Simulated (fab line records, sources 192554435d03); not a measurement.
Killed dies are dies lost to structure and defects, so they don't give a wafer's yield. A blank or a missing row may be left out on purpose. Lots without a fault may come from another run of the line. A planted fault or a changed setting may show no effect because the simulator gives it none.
Which tool did it? | flow n5_finfet | 9 lots, 26 wafers sampled, at 5 steps of a route of 1938

WHAT THE GAUGES READ, wafer by wafer
N5_BEOL_M4_RC_MEAS_101. Usual: DIBL_N 35.9 mV/V, standard deviation 1.6; DIBL_P 35.6 mV/V, standard deviation 2.1; IOFF_N 0.149 nA/um, standard deviation 0.029; IOFF_P 0.20 nA/um, standard deviation 0.033; ION_N 671 uA/um, standard deviation 11; ION_P 460 uA/um, standard deviation 7.3; SS_N 71.4 mV/dec, standard deviation 0.62; SS_P 73.2 mV/dec, standard deviation 0.65; VT_N 251 mV, standard deviation 3.1; VT_P -251 mV, standard deviation 3.4.
lot  | measured     | on        | DIBL_N (mV/V)  | DIBL_P (mV/V)  | IOFF_N (nA/um)    | IOFF_P (nA/um) | ION_N (uA/um) | ION_P (uA/um) | SS_N (mV/dec)  | SS_P (mV/dec)  | VT_N (mV)   | VT_P (mV)      | flag
L217 | day 8 12:00  | prober-01 | 34.8 35.9 33.8 | 36.8 38.6 35.6 | 0.153 0.169 0.124 | 0.19 0.20 0.17 | 687 676 654   | 462 455 454   | 71.7 72.1 71.4 | 73.5 73.4 72.9 | 252 252 260 | -255 -253 -256 |
L226 | day 10 20:29 | prober-01 | 37.3 34.3 36.1 | 35.7 32.8 35.5 | 0.166 0.124 0.151 | 0.25 0.20 0.24 | 657 670 660   | 460 469 459   | 72.1 70.5 71.3 | 73.9 72.4 73.4 | 250 252 250 | -248 -249 -249 |
L228 | day 11 07:04 | prober-01 | 35.1 34.1      | 33.3 32.3      | 0.135 0.118       | 0.19 0.18      | 662 664       | 461 455       | 71.3 70.7      | 73.0 72.6      | 253 254     | -251 -251      |
L230 | day 11 17:20 | prober-01 | 37.1 37.1 37.4 | 35.7 36.3 37.6 | 0.152 0.158 0.155 | 0.18 0.19 0.20 | 673 670 677   | 462 464 460   | 71.7 72.0 72.0 | 73.0 73.3 73.9 | 252 250 251 | -253 -253 -250 |
L232 | day 12 09:48 | prober-02 | 37.3 36.2 36.7 | 38.0 35.3 35.5 | 0.163 0.141 0.150 | 0.23 0.18 0.19 | 665 656 661   | 458 450 458   | 72.7 71.8 72.4 | 73.9 73.1 73.3 | 250 253 253 | -251 -257 -254 |
L233 | day 12 13:02 | prober-02 | 35.2 36.1 35.1 | 34.7 35.8 34.6 | 0.118 0.131 0.127 | 0.16 0.18 0.16 | 661 667 680   | 454 457 464   | 71.2 71.2 70.7 | 73.4 73.6 73.3 | 254 255 251 | -257 -252 -255 |
L234 | day 12 17:01 | prober-02 | 35.2 34.2 35.3 | 34.6 32.9 34.5 | 0.132 0.123 0.137 | 0.20 0.18 0.19 | 664 653 656   | 459 455 454   | 71.1 71.3 71.7 | 73.1 72.2 72.8 | 252 254 253 | -249 -251 -250 |
L235 | day 12 19:22 | prober-01 | 35.7 33.7 36.3 | 34.9 32.6 35.9 | 0.132 0.110 0.150 | 0.20 0.17 0.21 | 672 651 664   | 465 454 453   | 72.0 70.9 71.7 | 73.4 72.2 73.2 | 254 254 252 | -250 -249 -248 |
L236 | day 13 00:59 | prober-02 | 36.6 35.3 35.5 | 35.6 35.2 34.1 | 0.183 0.175 0.161 | 0.23 0.23 0.20 | 677 686 670   | 466 469 457   | 72.1 71.3 72.1 | 73.3 73.8 73.5 | 245 245 248 | -249 -248 -251 |

WHICH TOOL RAN EACH LOT (tool, then ch and the chambers of the sampled wafers, then the start)
lot  | N5_BEOL_M1_ANNEAL_95         | N5_BEOL_M1_CMP_52             | N5_BEOL_M1_CO_CAP_55             | N5_BEOL_M2_ETCH_63
L217 | pvd_sputter-01, day 7 02:55  | cmp-04 ch 1,3, day 7 03:47    | cvd_co-02 ch 1,2, day 7 04:10    | rie_diel-05 ch 0,1,3, day 7 06:49
L226 | pvd_sputter-03, day 9 12:42  | cmp-03 ch 0,2,3, day 9 13:40  | cvd_co-02 ch 0,2, day 9 14:01    | rie_diel-05 ch 0,1,2, day 9 16:47
L228 | pvd_sputter-02, day 9 20:27  | cmp-03 ch 1,3, day 9 21:12    | cvd_co-02 ch 1,2, day 9 21:29    | rie_diel-02 ch 1, day 10 02:22
L230 | pvd_sputter-03, day 10 04:42 | cmp-04 ch 2,3, day 10 05:30   | cvd_co-02 ch 0,1,2, day 10 05:50 | rie_diel-02 ch 0,3, day 10 08:12
L232 | pvd_sputter-02, day 10 19:11 | cmp-02 ch 2,3, day 10 19:49   | cvd_co-01 ch 0,1, day 10 20:13   | rie_diel-05 ch 0,2, day 10 21:26
L233 | pvd_sputter-01, day 10 23:13 | cmp-02 ch 1,2,3, day 10 23:55 | cvd_co-02 ch 0,1,2, day 11 00:14 | rie_diel-02 ch 0,1,3, day 11 02:56
L234 | pvd_sputter-02, day 11 08:19 | cmp-03 ch 1,2,3, day 11 09:00 | cvd_co-01 ch 0,1, day 11 09:20   | rie_diel-02 ch 1,3, day 11 11:19
L235 | pvd_sputter-03, day 11 09:33 | cmp-04 ch 0,1,3, day 11 10:13 | cvd_co-01 ch 0,1,2, day 11 10:34 | rie_diel-02 ch 0,2,3, day 11 11:48
L236 | pvd_sputter-02, day 11 12:46 | cmp-04 ch 1,3, day 11 13:24   | cvd_co-02 ch 0,1,2, day 11 13:46 | rie_diel-05 ch 0,3, day 11 15:16
- N5_BEOL_M1_ANNEAL_95: time 240 s.
- N5_BEOL_M1_CMP_52: polishes, stops on SiOC, t overpolish 6.8 s, target thk 40 nm.
- N5_BEOL_M1_CO_CAP_55: material Co, precursor CCTBA/H2, target thk 2 nm, time 102.1 s.
- N5_BEOL_M2_ETCH_63: etches SiARC in CF4, target depth 15.6 nm, time 26 s.

WHAT THE TOOLS THEMSELVES READ (means of the sampled wafers that have a number; where no wafer has one, the mark that the record gives instead)
N5_BEOL_M1_ANNEAL_95. Usual: heater_power_w 796 W, standard deviation 55; susceptor_temp_C 400.00 C, standard deviation 0.22.
lot  | tool           | heater_power_w (W) | susceptor_temp_C (C) | flag
L217 | pvd_sputter-01 | 797                | 400.02               |
L226 | pvd_sputter-03 | 814                | 400.13               |
L228 | pvd_sputter-02 | 752                | 400.31               |
L230 | pvd_sputter-03 | 869                | 399.80               |
L232 | pvd_sputter-02 | 722                | 399.76               |
L233 | pvd_sputter-01 | 798                | 400.01               |
L234 | pvd_sputter-02 | 770                | 400.22               |
L235 | pvd_sputter-03 | 807                | 400.24               |
L236 | pvd_sputter-02 | 770                | 400.14               |

N5_BEOL_M1_CMP_52. Usual: barrier_field_endpoint_s 24.6 s, standard deviation 0.56; motor_current_A 6.2 A, standard deviation 0.67; overpolish_run_s 6.800 s, standard deviation 0.0092; platen_rpm 50.00 rpm, standard deviation 0.034; slurry_filter_dp_kPa 13.51 kPa, standard deviation 0.14; time_to_endpoint_s 61.9 s, standard deviation 2.6.
lot  | tool   | barrier_field_endpoint_s (s) | motor_current_A (A) | overpolish_run_s (s) | platen_rpm (rpm) | slurry_filter_dp_kPa (kPa) | time_to_endpoint_s (s) | flag
L217 | cmp-04 | 24.7                         | 5.9                 | 6.794                | 50.00            | 13.52                      | 61.5                   |
L226 | cmp-03 | 25.9                         | 5.8                 | 6.796                | 50.02            | 13.42                      | 64.8                   |
L228 | cmp-03 | 25.1                         | 6.8                 | 6.798                | 49.99            | 13.50                      | 64.2                   |
L230 | cmp-04 | 24.3                         | 6.7                 | 6.803                | 50.02            | 13.42                      | 60.6                   |
L232 | cmp-02 | 24.2                         | 5.7                 | 6.796                | 50.02            | 13.62                      | 63.5                   |
L233 | cmp-02 | 25.0                         | 6.1                 | 6.794                | 49.97            | 13.61                      | 62.2                   |
L234 | cmp-03 | 24.9                         | 6.3                 | 6.799                | 50.02            | 13.51                      | 59.6                   |
L235 | cmp-04 | 24.7                         | 6.5                 | 6.793                | 49.98            | 13.44                      | 63.0                   |
L236 | cmp-04 | 24.5                         | 5.9                 | 6.797                | 50.04            | 13.69                      | 59.9                   |

N5_BEOL_M1_CO_CAP_55. Usual: heater_power_outer_w 124 W, standard deviation 13; heater_power_w 237 W, standard deviation 21; susceptor_temp_C 199.99 C, standard deviation 0.16.
lot  | tool      | heater_power_outer_w (W) | heater_power_w (W) | susceptor_temp_C (C) | flag
L217 | cvd_co-02 | 115                      | 218                | 200.08               |
L226 | cvd_co-02 | 115                      | 224                | 199.96               |
L228 | cvd_co-02 | 121                      | 228                | 199.74               |
L230 | cvd_co-02 | 124                      | 240                | 200.03               |
L232 | cvd_co-01 | 130                      | 250                | 200.14               |
L233 | cvd_co-02 | 125                      | 238                | 199.93               |
L234 | cvd_co-01 | 129                      | 246                | 199.99               |
L235 | cvd_co-01 | 125                      | 243                | 199.99               |
L236 | cvd_co-02 | 126                      | 231                | 200.03               |

N5_BEOL_M2_ETCH_63. Usual: drypump_motor_current_A 5.8 A, standard deviation 0.5; etch_rf_on_time_s 25.8 s, standard deviation 0.45; oes_product_au 0.66 a.u., standard deviation 0.047; rf_vpp_V 184.5 V, standard deviation 1; showerhead_plenum_p_Torr 2.17 Torr, standard deviation 0.043; throttle_valve_pct 15.69 %, standard deviation 0.22.
lot  | tool        | drypump_motor_current_A (A) | etch_rf_on_time_s (s) | oes_product_au (a.u.) | rf_vpp_V (V) | showerhead_plenum_p_Torr (Torr) | throttle_valve_pct (%) | flag
L217 | rie_diel-05 | 5.7                         | 25.5                  | 0.70                  | 184.2        | 2.19                            | 15.61                  |
L226 | rie_diel-05 | 5.5                         | 25.9                  | 0.66                  | 184.9        | 2.18                            | 15.67                  |
L228 | rie_diel-02 | 6.3                         | 26.0                  | 0.59                  | 183.8        | 2.11                            | 15.52                  |
L230 | rie_diel-02 | 6.1                         | 25.5                  | 0.67                  | 183.8        | 2.18                            | 15.82                  |
L232 | rie_diel-05 | 5.1                         | 26.2                  | 0.62                  | 184.9        | 2.18                            | 15.61                  |
L233 | rie_diel-02 | 6.2                         | 21.7                  | 0.73                  | 184.5        | 2.16                            | 15.70                  | OFF
L234 | rie_diel-02 | 6.2                         | 24.1                  | 0.64                  | 183.6        | 2.12                            | 15.68                  | OFF
L235 | rie_diel-02 | 5.9                         | 23.8                  | 0.68                  | 184.9        | 2.17                            | 15.89                  | OFF
L236 | rie_diel-05 | 5.5                         | 25.6                  | 0.67                  | 184.4        | 2.20                            | 15.60                  |

THE ANSWER, worked out from the rows above alone
Rule: a lot is off if the mean of its wafers that have a number lies more than 3 standard deviations from the usual mean. A lot without any number at a reading at which 4 lots or more have one is off too. The other lots that the step has rows for count as sound. The gauges are gone through in route order, then the tools' own readings, and for those a lot's mean is taken as printed above. The first step at which some lot is off is used, and at that step the reading that is off furthest; a lot without a number counts as furthest.
Off: L233, L234, L235, at N5_BEOL_M2_ETCH_63 (etch_rf_on_time_s).
A tool fits if, at that step or a process step before it, it ran every lot that is off, and no sound lot after the first of them. One fits: rie_diel-02 at N5_BEOL_M2_ETCH_63. Its last sound lot is L230 (day 10 08:12), its first lot that is off L233 (day 11 02:56): a fault that began between those two fits.
The tool's own readings at N5_BEOL_M2_ETCH_63 bear it out: on the lots that are off they differ by more than 5 times the standard deviation of the sound lots' means. etch_rf_on_time_s reads 23.2 s there against 25.8 s on the sound lots.

WHAT THE SIMULATOR HAD PUT IN
Process parameter drift: rie_diel-02, from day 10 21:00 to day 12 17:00, at N5_BEOL_M2_ETCH_63. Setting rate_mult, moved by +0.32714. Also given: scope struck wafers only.
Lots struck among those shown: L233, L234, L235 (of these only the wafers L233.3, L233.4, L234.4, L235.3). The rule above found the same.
